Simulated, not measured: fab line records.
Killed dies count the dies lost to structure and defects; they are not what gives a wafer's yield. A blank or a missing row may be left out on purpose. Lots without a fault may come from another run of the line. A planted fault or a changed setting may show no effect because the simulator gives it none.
fab line records	flow nand-harc
record lots=6	wafers=18	last-day=34
route steps=1302 shown A_CONTACT@1102 A_BLC@1107 END@1302
lots with no fault: from the same line, run without faults
start-h: the number of hours between the record's first day and the start of the first shown wafer of the lot	wait-h: hours from the lot's prior step to this one	" the same as in the row above	L1.1+2: a row that stands for several wafers	- no value, or no start was given	* or withheld: withheld	< > ~ a bound
route shown NAME@n: a module of which the file shows steps, and the number in the route of the first	usual: average and standard deviation across the fault-free wafers	same: alike in all rows	chamber/n: place in a boat	sites: each site's reading	_std_site: standard deviation of those values	_edge_site: mean of outer sites minus mean of inner sites	radius-mm: how far each site lies from the wafer's centre	mask NAME#n: copy n	behind: tool/chamber where the wafer was last shaped	hold: what put the lot on hold/how long, in hours/how the hold closed	device: the n, p or np transistor that did not switch	end of line: the same wafers' tests at the end of the route	step lacking rows: just its recipe	killed: dies that structure and defects cost at the first sort, which is not the same as the wafer's yield	map: dies across one wafer; x = killed, . = not, _ = none there
set.NAME: the setting as run; set.NAME@STEP: as run at that earlier step	model.NAME: the simulator's own value behind a step, which no gauge read
certain route steps with their lots: each step a table, each wafer a row
services: the hour from which a tool's chamber was out of use, counted from the record's first day as start-h (under 0 if before that day), plus the number of hours and why
## steps
# step NHARC_A_CONTACT_CVD_19
# recipe target-thk-a=3000	temp-c=300	pressure-torr=40	wf6-flow-sccm=40	h2-flow-sccm=1600	ar-flow-sccm=1560	time-s=802	material=W
# usual heater-power-w=456/28	throttle-valve-pct=7.8/0.35
# same time-s=802
lot.wafer	tool	chamber	start-h	wait-h	heater-power-w	throttle-valve-pct
L626.3	cvd-w-02	0	-	-	487	8.2
L626.6	"	0	"	"	470	7.9
L626.5	"	1	"	"	434	7.9
L630.1	cvd-w-02	0	-	-	479	8.0
L630.2	"	1	"	"	439	7.7
L630.6	"	0	"	"	468	8.0
L633.2	cvd-w-02	0	-	-	478	8.1
L633.3	"	0	"	"	497	8.3
L633.5	"	1	"	"	418	7.8
L632.2	cvd-w-02	0	-	-	471	8.3
L632.3	"	0	"	"	483	8.2
L632.5	"	1	"	"	402	7.5
L636.4	cvd-w-01	1	-	-	464	7.7
L636.6	"	0	"	"	469	7.6
L636.5	"	1	"	"	460	7.6
L640.1	cvd-w-02	1	-	-	419	7.4
L640.2	"	0	"	"	492	8.3
L640.5	"	1	"	"	407	7.9
# step NHARC_A_CONTACT_CMP_20
# recipe t-overpolish-s=30	target-thk-nm=300
# usual motor-current-A=11.8/1.1	overpolish-run-s=30.001/0.0091	time-to-endpoint-s=59.2/2.7
lot.wafer	tool	chamber	start-h	wait-h	motor-current-A	overpolish-run-s	time-to-endpoint-s
L626.3	cmp-03	1	610.90	0.5	12.6	30.003	55.6
L626.6	"	0	"	"	13.0	30.016	56.3
L626.5	"	1	"	"	12.5	29.998	58.5
L630.1	cmp-02	2	625.53	0.8	10.8	30.015	55.7
L630.2	"	0	"	"	11.3	29.989	58.7
L630.6	"	2	"	"	11.1	30.012	55.7
L633.3	cmp-01	0	647.79	0.6	13.4	30.008	58.1
L633.2	"	1	"	"	12.6	29.993	57.5
L633.5	"	2	"	"	11.7	29.987	56.2
L632.2	cmp-03	2	658.66	0.7	10.7	30.021	64.5
L632.3	"	0	"	"	13.5	30.002	64.2
L632.5	"	2	"	"	10.5	29.998	62.8
L636.4	cmp-02	3	671.38	0.5	12.7	30.015	60.3
L636.5	"	0	"	"	11.5	30.001	57.4
L636.6	"	1	"	"	11.7	30.013	58.5
L640.2	cmp-01	0	752.05	0.6	14.0	30.001	59.0
L640.1	"	3	"	"	10.4	30.009	59.3
L640.5	"	0	"	"	13.1	29.980	59.3
# step NHARC_A_CONTACT_SRD_22
# step NHARC_A_CONTACT_INSPECT_23
# usual raw-defect-count=541/150
lot.wafer	tool	chamber	start-h	wait-h	raw-defect-count
L626.3	defect-inspect-02	-	611.28	0.1	662
L626.5	"	-	"	"	466
L626.6	"	-	"	"	500
L630.1	defect-inspect-02	-	625.91	0.1	481
L630.2	"	-	"	"	574
L630.6	"	-	"	"	426
L633.2	defect-inspect-01	-	648.14	0.1	502
L633.3	"	-	"	"	438
L633.5	"	-	"	"	448
L632.2	defect-inspect-02	-	659.07	0.1	508
L632.3	"	-	"	"	371
L632.5	"	-	"	"	365
L636.4	defect-inspect-01	-	671.71	0.1	358
L636.5	"	-	"	"	512
L636.6	"	-	"	"	496
L640.1	defect-inspect-01	-	752.45	0.1	334
L640.2	"	-	"	"	395
L640.5	"	-	"	"	382
# step NHARC_A_BLC_DEHYDRATE_00
# recipe temp-c=150	time-s=120
# step NHARC_A_BLC_HMDS_01
# recipe time-s=30
# step NHARC_A_BLC_COAT_02
# recipe temp-c=260	time-s=75
# step NHARC_A_BLC_COAT_03
# recipe temp-c=225	time-s=65
# step NHARC_A_BLC_COAT_04
# recipe spin-rpm=1500	resist-thk-nm=90
# step NHARC_A_BLC_SOFTBAKE_05
# recipe temp-c=105	time-s=55
# step NHARC_A_BLC_EBR_06
# step NHARC_A_BLC_EXPOSE_07
# recipe na=1.35	target-cd-nm=100	dose-mj=67.97	mask-id=A_BLC
# usual exposure-dose-mJ-cm2=68.2/0.53	reticle-temp-C=23.00/0.11
lot.wafer	tool	chamber	start-h	wait-h	mask	exposure-dose-mJ-cm2	reticle-temp-C
L626.3	arfi-scanner-03	0	611.66	-	A_BLC#0	67.9	22.97
L626.5	"	0	"	"	A_BLC#0	67.9	23.04
L626.6	"	0	"	"	A_BLC#0	67.9	23.08
L630.1	arfi-scanner-02	0	626.16	-	A_BLC#0	68.0	23.06
L630.2	"	0	"	"	A_BLC#0	67.8	23.12
L630.6	"	0	"	"	A_BLC#0	67.8	23.15
L633.2	arfi-scanner-02	0	648.51	-	A_BLC#0	71.9	23.02
L633.3	"	0	"	"	A_BLC#0	71.9	23.04
L633.5	"	0	"	"	A_BLC#0	71.8	23.09
L632.2	arfi-scanner-03	0	659.32	-	A_BLC#0	68.0	23.08
L632.3	"	0	"	"	A_BLC#0	68.0	23.16
L632.5	"	0	"	"	A_BLC#0	67.9	23.02
L636.4	arfi-scanner-02	0	672.09	-	A_BLC#0	71.1	23.16
L636.5	"	0	"	"	A_BLC#0	71.1	23.03
L636.6	"	0	"	"	A_BLC#0	71.0	23.01
L640.1	arfi-scanner-03	0	752.82	-	A_BLC#0	67.8	23.06
L640.2	"	0	"	"	A_BLC#0	67.9	22.96
L640.5	"	0	"	"	A_BLC#0	68.0	22.93
# step NHARC_A_BLC_PEB_08
# recipe peb-temp-c=100	peb-time-s=65
# step NHARC_A_BLC_DEVELOP_09
# recipe develop-time-s=35	dev-temp-c=23
# step NHARC_A_BLC_CD_MEAS_10
# recipe target-cd-nm=100	landing-energy-ev=500
# usual cd-nm=99.7/0.65
lot.wafer	tool	chamber	start-h	wait-h	cd-nm
L626.3	cd-sem-01	0	611.79	-	98.9
L626.5	"	0	"	"	99.5
L626.6	"	0	"	"	99.3
L630.1	cd-sem-02	0	626.30	-	99.4
L630.2	"	0	"	"	99.8
L630.6	"	0	"	"	100.1
L633.2	cd-sem-01	0	648.65	-	102.4
L633.3	"	0	"	"	102.6
L633.5	"	0	"	"	102.0
L632.2	cd-sem-01	0	659.45	-	99.2
L632.3	"	0	"	"	99.7
L632.5	"	0	"	"	100.1
L636.4	cd-sem-01	0	672.22	-	102.2
L636.5	"	0	"	"	102.4
L636.6	"	0	"	"	102.4
L640.1	cd-sem-01	0	752.96	-	100.2
L640.2	"	0	"	"	100.8
L640.5	"	0	"	"	100.6
# step NHARC_A_BLC_OVL_MEAS_11
# usual overlay-x-nm=0.2/0.6	overlay-y-nm=0.0/0.75
lot.wafer	tool	chamber	start-h	wait-h	overlay-x-nm	overlay-y-nm
L626.3	overlay-01	-	611.88	-	1.8	-0.7
L626.5	"	-	"	"	1.7	0.3
L626.6	"	-	"	"	1.4	-0.5
L630.1	overlay-01	-	626.39	-	0.5	0.0
L630.2	"	-	"	"	0.3	0.6
L630.6	"	-	"	"	0.3	0.0
L633.2	overlay-01	-	648.74	-	1.5	1.3
L633.3	"	-	"	"	1.2	0.8
L633.5	"	-	"	"	1.2	0.9
L632.2	overlay-02	-	659.54	-	-0.6	-0.4
L632.3	"	-	"	"	-0.8	-0.2
L632.5	"	-	"	"	-0.9	0.1
L636.4	overlay-02	-	672.30	-	-0.2	0.6
L636.5	"	-	"	"	-0.6	0.9
L636.6	"	-	"	"	-0.2	1.2
L640.1	overlay-01	-	762.03	-	0.1	-0.2
L640.2	"	-	"	"	0.1	-0.5
L640.5	"	-	"	"	0.1	-0.9
# step NHARC_A_BLC_INSPECT_12
# usual raw-defect-count=95/33
lot.wafer	tool	chamber	start-h	wait-h	raw-defect-count
L626.3	defect-inspect-01	-	611.91	0.0	83
L626.5	"	-	"	"	85
L626.6	"	-	"	"	86
L630.1	defect-inspect-02	-	626.44	0.1	102
L630.2	"	-	"	"	103
L630.6	"	-	"	"	91
L633.2	defect-inspect-02	-	648.77	0.0	82
L633.3	"	-	"	"	81
L633.5	"	-	"	"	85
L632.2	defect-inspect-02	-	659.58	0.0	83
L632.3	"	-	"	"	70
L632.5	"	-	"	"	76
L636.4	defect-inspect-02	-	672.34	0.0	80
L636.5	"	-	"	"	81
L636.6	"	-	"	"	82
L640.1	defect-inspect-02	-	762.07	0.0	89
L640.2	"	-	"	"	92
L640.5	"	-	"	"	91
# step NHARC_A_BLC_DESCUM_15
# recipe time-s=3	o2-flow-sccm=200	ar-flow-sccm=0	bias-power-w=0	chemistry=O2
# usual drypump-motor-current-A=5.8/0.31	oes-product-au=0.997/0.01	rf-vpp-V=57.8/0.91	showerhead-plenum-p-Torr=1.91/0.052	throttle-valve-pct=11.310/0.01
# same bias-power-w=0	time-s=3
lot.wafer	tool	chamber	start-h	wait-h	drypump-motor-current-A	oes-product-au	rf-hours-counter-h	rf-vpp-V	showerhead-plenum-p-Torr	throttle-valve-pct	model.A_BLC.cd-nm
L626.3	rie-diel-03	2	611.98	0.1	6.0	1.005	9	58.2	1.96	11.302	99.08
L626.5	"	1	"	"	6.2	0.997	-	55.8	1.86	11.309	99.88
L626.6	"	2	"	"	6.0	1.011	-	58.8	1.96	11.316	99.56
L630.2	rie-diel-03	3	626.50	0.1	5.4	0.966	10	56.1	1.83	11.312	99.49
L630.1	"	2	"	"	6.0	0.993	10	57.0	1.96	11.310	99.51
L630.6	"	0	"	"	5.9	0.988	-	57.9	1.92	11.318	100.6
L633.2	rie-diel-03	3	648.85	0.1	5.4	0.982	0	57.7	1.83	11.295	103.6
L633.3	"	0	"	"	5.9	0.991	0	58.0	1.92	11.322	103.1
L633.5	"	2	"	"	6.0	0.993	-	59.3	1.96	11.312	101.5
L632.3	rie-diel-10	2	659.64	0.1	5.6	0.993	5	58.5	1.92	11.331	99.68
L632.2	"	3	"	"	6.2	1.001	5	57.5	1.97	11.304	99.98
L632.5	"	3	"	"	6.2	1.013	-	58.6	1.97	11.315	100.7
L636.4	rie-diel-03	1	672.42	0.1	6.2	1.008	2	57.8	1.86	11.309	101.9
L636.5	"	2	"	"	6.0	1.001	-	57.2	1.96	11.318	101.8
L636.6	"	3	"	"	5.4	1.000	-	56.8	1.83	11.304	102.6
L640.2	rie-diel-03	0	762.13	0.1	5.9	1.004	7	58.0	1.91	11.296	101.7
L640.1	"	1	"	"	6.2	0.998	7	57.9	1.85	11.314	100.3
L640.5	"	0	"	"	6.0	0.993	-	58.6	1.91	11.316	101.1
# step NHARC_A_BLC_ETCH_16
# recipe target-depth-a=390	over-etch-frac=0.3	time-s=65	ion-energy-ev=80	cf4-flow-sccm=150	ar-flow-sccm=0	rf-w=300	bias-w=100	chemistry=CF4
# usual drypump-motor-current-A=5.8/0.31	oes-product-au=0.996/0.0098	rf-vpp-V=151.2/0.99	showerhead-plenum-p-Torr=1.76/0.044	throttle-valve-pct=13.284/0.0091
# same time-s=65
lot.wafer	tool	chamber	start-h	wait-h	drypump-motor-current-A	oes-product-au	rf-hours-counter-h	rf-vpp-V	showerhead-plenum-p-Torr	throttle-valve-pct
L626.3	rie-diel-03	2	612.06	0.1	6.0	1.006	9	152.3	1.81	13.285
L626.5	"	1	"	"	6.2	0.991	-	150.3	1.72	13.274
L626.6	"	2	"	"	6.0	1.008	-	151.9	1.81	13.272
L630.1	rie-diel-03	3	626.60	0.1	5.4	0.985	10	149.6	1.70	13.305
L630.2	"	2	"	"	6.0	0.992	10	153.4	1.81	13.288
L630.6	"	0	"	"	5.9	1.007	-	151.3	1.77	13.267
L633.2	rie-diel-03	2	648.92	0.1	6.0	0.990	0	152.6	1.81	13.285
L633.3	"	1	"	"	6.2	1.002	0	151.7	1.72	13.284
L633.5	"	3	"	"	5.4	0.975	-	150.2	1.70	13.273
L632.3	rie-diel-10	3	659.72	0.1	6.1	1.013	5	151.6	1.82	13.283
L632.2	"	0	"	"	5.5	0.991	5	150.1	1.71	13.280
L632.5	"	0	"	"	5.5	0.986	-	149.4	1.71	13.296
L636.4	rie-diel-03	3	672.48	0.1	5.4	0.987	1	150.4	1.70	13.290
L636.5	"	3	"	"	5.4	0.987	-	150.9	1.70	13.297
L636.6	"	0	"	"	5.9	0.988	-	151.7	1.77	13.269
L640.1	rie-diel-03	1	762.25	0.1	6.2	1.006	7	152.1	1.72	13.289
L640.2	"	3	"	"	5.4	0.990	7	150.1	1.70	13.285
L640.5	"	0	"	"	5.9	0.991	-	151.6	1.77	13.268
# step NHARC_A_BLC_ETCH_17
# recipe target-depth-a=3900	over-etch-frac=0.25	time-s=609.38	ion-energy-ev=200	n2-flow-sccm=150	h2-flow-sccm=150	ar-flow-sccm=0	rf-w=400	bias-w=150	chemistry=N2/H2
# usual drypump-motor-current-A=5.8/0.3	oes-product-au=0.995/0.01	rf-vpp-V=430.2/1.7	showerhead-plenum-p-Torr=2.03/0.056	throttle-valve-pct=14.171/0.0089
# same time-s=609.38
lot.wafer	tool	chamber	start-h	wait-h	drypump-motor-current-A	oes-product-au	rf-hours-counter-h	rf-vpp-V	showerhead-plenum-p-Torr	throttle-valve-pct	model.A_BLC.cd-nm
L626.3	rie-diel-03	3	-	-	5.4	0.993	9	427.3	1.95	14.172	98.1
L626.6	"	3	"	"	5.4	0.988	-	427.7	1.95	14.176	97.56
L626.5	"	0	"	"	5.9	0.998	-	429.4	2.04	14.171	101.4
L630.1	rie-diel-03	3	-	-	5.4	0.985	10	427.4	1.95	14.167	98.66
L630.2	"	0	"	"	5.9	1.004	10	429.1	2.04	14.175	101.4
L630.6	"	0	"	"	5.9	0.998	-	429.5	2.04	14.166	102.1
L633.2	rie-diel-03	0	-	-	5.9	0.997	0	429.1	2.04	14.179	104.1
L633.3	"	1	"	"	6.2	1.003	0	427.7	1.98	14.176	102.2
L633.5	"	0	"	"	5.9	1.000	-	431.4	2.04	14.176	102.7
L632.2	rie-diel-10	0	-	-	5.6	0.988	5	429.0	1.97	14.174	97.81
L632.3	"	3	"	"	6.2	1.014	5	431.7	2.10	14.168	99.36
L632.5	"	0	"	"	5.6	0.981	-	428.8	1.97	14.183	99.11
L636.4	rie-diel-03	0	-	-	6.0	0.988	2	431.0	2.04	14.166	102.6
L636.6	"	2	"	"	6.0	0.995	-	432.4	2.09	14.171	105.8
L636.5	"	3	"	"	5.4	0.995	-	427.4	1.95	14.163	99.59
L640.1	rie-diel-03	2	-	-	6.0	0.999	6	429.7	2.09	14.163	102.1
L640.2	"	0	"	"	5.9	0.989	7	431.6	2.04	14.181	102.3
L640.5	"	2	"	"	6.0	1.000	-	432.7	2.09	14.168	103.8
# step NHARC_A_BLC_ETCH_18
# recipe target-depth-a=9100	c4f8-flow-sccm=20	o2-flow-sccm=10	ar-flow-sccm=withheld	rf-w=600	bias-w=1500	chemistry=C4F8/O2/Ar
# usual oes-product-au=0.944/0.022	rf-vpp-V=978/3.6
lot.wafer	tool	chamber	start-h	wait-h	oes-product-au	rf-hours-counter-h	rf-vpp-V
L626.3	rie-diel-03	3	-	-	0.911	9	973
L626.5	"	0	"	"	0.921	-	979
L626.6	"	1	"	"	0.923	-	976
L630.2	rie-diel-03	2	-	-	0.927	10	982
L630.1	"	3	"	"	0.906	10	973
L630.6	"	3	"	"	0.914	-	972
L633.3	rie-diel-03	1	-	-	0.976	0	975
L633.2	"	2	"	"	0.955	0	981
L633.5	"	3	"	"	0.959	-	972
L632.2	rie-diel-10	0	-	-	0.953	5	974
L632.3	"	1	"	"	0.954	5	980
L632.5	"	3	"	"	0.965	-	980
L636.4	rie-diel-03	1	-	-	0.929	2	973
L636.5	"	3	"	"	0.913	-	972
L636.6	"	0	"	"	0.920	-	979
L640.2	rie-diel-03	2	-	-	0.950	6	982
L640.1	"	0	"	"	0.942	7	980
L640.5	"	2	"	"	0.956	-	982
# step NHARC_END_SORT_01
# recipe temp-c=25
# usual killed-at-array=41/10	killed-at-other=0.8/0.91	killed-at-periphery=4.2/2.9	killed-dies=46/10	killed-open=3.5/2.1	killed-short=2.5/1.6
# same gross-dies=677
lot.wafer	tool	chamber	start-h	wait-h	killed-at-array	killed-at-other	killed-at-periphery	killed-dies	killed-open	killed-short
L626.3	prober-01	0	658.31	3.1	44	2	5	51	2	2
L626.5	prober-01	0	659.90	3.7	48	4	6	58	0	3
L626.6	prober-01	0	660.69	4.0	31	0	6	37	2	2
L630.1	prober-01	0	672.79	2.5	33	1	5	39	4	4
L630.2	prober-01	0	673.59	2.8	32	0	5	37	2	1
L630.6	prober-01	0	676.78	4.0	43	1	6	50	9	2
L633.2	prober-01	0	693.53	2.8	45	0	6	51	7	4
L633.3	prober-01	0	694.32	3.1	30	0	9	39	1	3
L633.5	prober-01	0	695.90	3.7	37	0	8	45	1	2
L632.2	prober-01	0	701.30	2.8	39	0	1	40	1	3
L632.3	prober-01	0	702.10	3.1	37	1	3	41	4	2
L632.5	prober-01	0	703.70	3.7	31	0	2	33	1	1
L636.4	prober-01	0	722.91	3.4	32	2	10	44	3	0
L636.5	prober-01	0	723.70	3.7	40	2	6	48	3	4
L636.6	prober-01	0	724.49	4.0	41	0	2	43	2	2
L640.1	prober-01	0	803.09	2.5	32	1	9	42	2	1
L640.2	prober-01	0	803.89	2.8	43	2	3	48	4	2
L640.5	prober-01	0	806.27	3.7	38	1	11	50	1	2
# killed by level:class
L626.3 A_CHANNEL_HOLE_D1:chamber-film-flake=20 A_CHANNEL_HOLE_D2:chamber-film-flake=9 A_STAIRCASE:chamber-film-flake=8 P_ZERO_WELL:chamber-film-flake=4 A_CONTACT:chamber-film-flake=2 THIN_TSV:chamber-film-flake=2 P_BONDPAD:geometric-particle:open=1 A_ONON_D1:geometric-particle:short=1
L626.5 A_CHANNEL_HOLE_D1:chamber-film-flake=22 A_CHANNEL_HOLE_D2:chamber-film-flake=9 A_STAIRCASE:chamber-film-flake=9 P_ZERO_WELL:chamber-film-flake=4 A_CHANNEL_FILL_D2:chamber-film-flake=3 THIN_TSV:chamber-film-flake=3 A_CONTACT:chamber-film-flake=2 P_GATE:geometric-particle:short=1
L626.6 A_CHANNEL_HOLE_D1:chamber-film-flake=17 A_CHANNEL_HOLE_D2:chamber-film-flake=5 P_ZERO_WELL:chamber-film-flake=2 P_CONTACT:chamber-film-flake=2 A_ZERO_WELL:chamber-film-flake=2 A_STAIRCASE:chamber-film-flake=2 A_CONTACT:chamber-film-flake=2 P_GATE:geometric-particle:short=1
L630.1 A_SLIT:chamber-film-flake=13 A_DECK1_JOINT:chamber-film-flake=3 A_CHANNEL_HOLE_D2:chamber-film-flake=3 A_WL_FILL:chamber-film-flake=3 P_BONDPAD:chamber-film-flake=2 A_CONTACT:chamber-film-flake=2 P_CONTACT:geometric-particle:open=1 P_M1:geometric-particle:short=1
L630.2 A_SLIT:chamber-film-flake=15 A_CHANNEL_HOLE_D2:chamber-film-flake=6 P_BONDPAD:chamber-film-flake=5 A_WL_FILL:chamber-film-flake=2 A_CONTACT:chamber-film-flake=2 A_WL_FILL:geometric-particle:short=1 A_CONTACT:geometric-particle:open=1 A_BLC:geometric-particle:open=1
L630.6 A_SLIT:chamber-film-flake=16 A_CHANNEL_HOLE_D2:chamber-film-flake=9 P_BONDPAD:chamber-film-flake=3 A_CHANNEL_FILL_D1:geometric-particle:open=2 A_M0:geometric-particle:open=2 A_CHANNEL_HOLE_D1:chamber-film-flake=2 A_CHANNEL_FILL_D1:chamber-film-flake=2 A_WL_FILL:chamber-film-flake=2
L633.2 A_CHANNEL_HOLE_D1:chamber-film-flake=21 A_CHANNEL_HOLE_D2:chamber-film-flake=8 P_GATE:chamber-film-flake=3 A_ONON_D1:geometric-particle:short=2 A_DECK1_JOINT:geometric-particle:open=2 A_ZERO_WELL:chamber-film-flake=2 A_SLIT:chamber-film-flake=2 P_STI:geometric-particle:open=1
L633.3 A_CHANNEL_HOLE_D1:chamber-film-flake=14 A_CHANNEL_HOLE_D2:chamber-film-flake=9 P_GATE:chamber-film-flake=7 A_WL_FILL:geometric-particle:short=2 A_BLC:chamber-film-flake=2 P_CONTACT:geometric-particle:open=1 P_M0:geometric-particle:short=1 A_CHANNEL_FILL_D1:chamber-film-flake=1
L633.5 A_CHANNEL_HOLE_D1:chamber-film-flake=15 A_CHANNEL_HOLE_D2:chamber-film-flake=10 P_GATE:chamber-film-flake=8 A_WL_FILL:chamber-film-flake=4 A_SLIT:chamber-film-flake=2 A_ONON_D1:geometric-particle:short=1 A_ONON_D2:geometric-particle:open=1 A_CHANNEL_FILL_D2:geometric-particle:short=1
L632.2 A_CHANNEL_HOLE_D1:chamber-film-flake=15 A_CONTACT:chamber-film-flake=9 A_SLIT:chamber-film-flake=4 A_STAIRCASE:chamber-film-flake=2 A_ONON_D1:geometric-particle:short=1 A_DECK1_JOINT:geometric-particle:short=1 A_WL_FILL:geometric-particle:short=1 A_BLC:geometric-particle:open=1
L632.3 A_CHANNEL_HOLE_D1:chamber-film-flake=17 A_STAIRCASE:chamber-film-flake=3 A_SLIT:chamber-film-flake=3 A_CONTACT:chamber-film-flake=3 A_DECK1_JOINT:chamber-film-flake=2 A_CHANNEL_HOLE_D2:chamber-film-flake=2 A_M0:chamber-film-flake=2 P_CONTACT:geometric-particle:open=1
L632.5 A_CHANNEL_HOLE_D1:chamber-film-flake=15 A_SLIT:chamber-film-flake=6 A_CONTACT:chamber-film-flake=4 A_STAIRCASE:chamber-film-flake=2 A_WL_FILL:chamber-film-flake=2 A_CHANNEL_FILL_D1:geometric-particle:short=1 A_CHANNEL_FILL_D1:geometric-particle:open=1 P_ZERO_WELL:chamber-film-flake=1
L636.4 A_SLIT:chamber-film-flake=11 P_GATE:chamber-film-flake=6 P_M1:chamber-film-flake=4 A_CONTACT:chamber-film-flake=4 A_BONDPAD:chamber-film-flake=3 A_CHANNEL_HOLE_D1:chamber-film-flake=2 A_CHANNEL_HOLE_D2:chamber-film-flake=2 A_STAIRCASE:chamber-film-flake=2
L636.5 A_SLIT:chamber-film-flake=13 A_CHANNEL_HOLE_D1:chamber-film-flake=7 A_BONDPAD:chamber-film-flake=5 P_M1:chamber-film-flake=4 A_STAIRCASE:chamber-film-flake=3 A_CONTACT:chamber-film-flake=3 A_CHANNEL_FILL_D1:geometric-particle:short=2 A_M1:geometric-particle:open=2
L636.6 A_SLIT:chamber-film-flake=15 A_CHANNEL_HOLE_D1:chamber-film-flake=7 A_CONTACT:chamber-film-flake=5 A_STAIRCASE:chamber-film-flake=3 A_M0:chamber-film-flake=2 A_BONDPAD:chamber-film-flake=2 A_CHANNEL_FILL_D1:geometric-particle:short=1 A_DECK1_JOINT:geometric-particle:short=1
L640.1 A_CONTACT:chamber-film-flake=9 A_SLIT:chamber-film-flake=8 A_CHANNEL_HOLE_D1:chamber-film-flake=7 P_CONTACT:chamber-film-flake=6 P_GATE:chamber-film-flake=2 A_STAIRCASE:chamber-film-flake=2 A_CHANNEL_FILL_D1:geometric-particle:open=1 A_CHANNEL_FILL_D2:geometric-particle:short=1
L640.2 A_SLIT:chamber-film-flake=23 A_CONTACT:chamber-film-flake=6 A_CHANNEL_HOLE_D1:chamber-film-flake=4 P_CONTACT:chamber-film-flake=3 A_STAIRCASE:chamber-film-flake=2 THIN_TSV:chamber-film-flake=2 A_CHANNEL_HOLE_D1:geometric-particle:short=1 A_CHANNEL_FILL_D1:geometric-particle:short=1
L640.5 A_CONTACT:chamber-film-flake=11 A_SLIT:chamber-film-flake=10 A_CHANNEL_HOLE_D1:chamber-film-flake=8 P_CONTACT:chamber-film-flake=5 P_ZERO_WELL:chamber-film-flake=4 A_CHANNEL_HOLE_D2:chamber-film-flake=4 P_CONTACT:geometric-particle:open=1 A_CHANNEL_HOLE_D1:geometric-particle:short=1
## services
tool	chamber	start-h	hours	kind
rie-diel-03	1	596.35	9.1	repair
rie-diel-10	-	596.53	9.0	pm
rie-diel-03	1	625.97	15.1	repair
cvd-w-02	-	631.71	13.0	pm
cmp-02	-	633.70	4.0	pm
rie-diel-03	-	635.36	9.0	pm
cmp-03	-	652.00	4.0	pm
cmp-02	-	655.23	0.9	repair
arfi-scanner-02	-	659.63	0.7	repair
arfi-scanner-02	-	664.70	4.0	pm
cmp-03	-	673.06	4.9	repair
cmp-01	-	675.60	4.0	pm
rie-diel-03	2	676.14	6.2	repair
rie-diel-03	1	676.53	2.2	repair
arfi-scanner-02	-	684.21	20.9	repair
cmp-01	-	686.57	12.3	repair
cvd-w-02	-	691.48	0.7	repair
cmp-02	-	696.23	2.2	repair
cmp-03	-	707.52	2.1	repair
arfi-scanner-03	-	712.00	4.0	pm
rie-diel-03	2	713.09	6.3	repair
cmp-02	-	727.71	1.4	repair
cvd-w-02	-	741.46	1.9	repair
rie-diel-10	3	750.20	3.1	repair
## key
first-sign step=NHARC_A_BLC_EXPOSE_07	reading=exposure-dose-mJ-cm2	direction=up	sigmas=6.2	usual=68.2	struck=71.5
effect step=NHARC_A_BLC_CD_MEAS_10	reading=cd-nm	direction=up	sigmas=4	usual=99.7	struck=102.3	through=control-loop
model-effect step=NHARC_A_BLC_DESCUM_15	value=A_BLC.cd-nm	without=99.31	struck=102.4
model-effect step=NHARC_A_BLC_ETCH_17	value=A_BLC.cd-nm	without=99.73	struck=102.8
met-at NHARC_A_BLC_EXPOSE_07
struck-wafers L633.2,L633.3,L633.5,L636.4,L636.5,L636.6
tester-left-out L633,L636
loop-trim step=NHARC_A_BLC_EXPOSE_07	setting=dose	lots=L636
onset-between 626.16 648.51
fault kind=process-parameter-drift	tool=arfi-scanner-02	chamber=-	onset-h=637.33	steps=NHARC_A_BLC_EXPOSE_07	channel=dose-mj	offset=4.0073	shape=step	acts-in=these-recipes-only	stated=67.97
# tester-left-out: of these lots the tester's yield and bins aren't shown, on N5 and GAA mostly nor the transistor test; their killed dies are dies lost to structure and defects alone, not to doping, threshold or leakage, so they don't give the yield
# loop-trim: a control loop set the setting to another value than it would have without faults
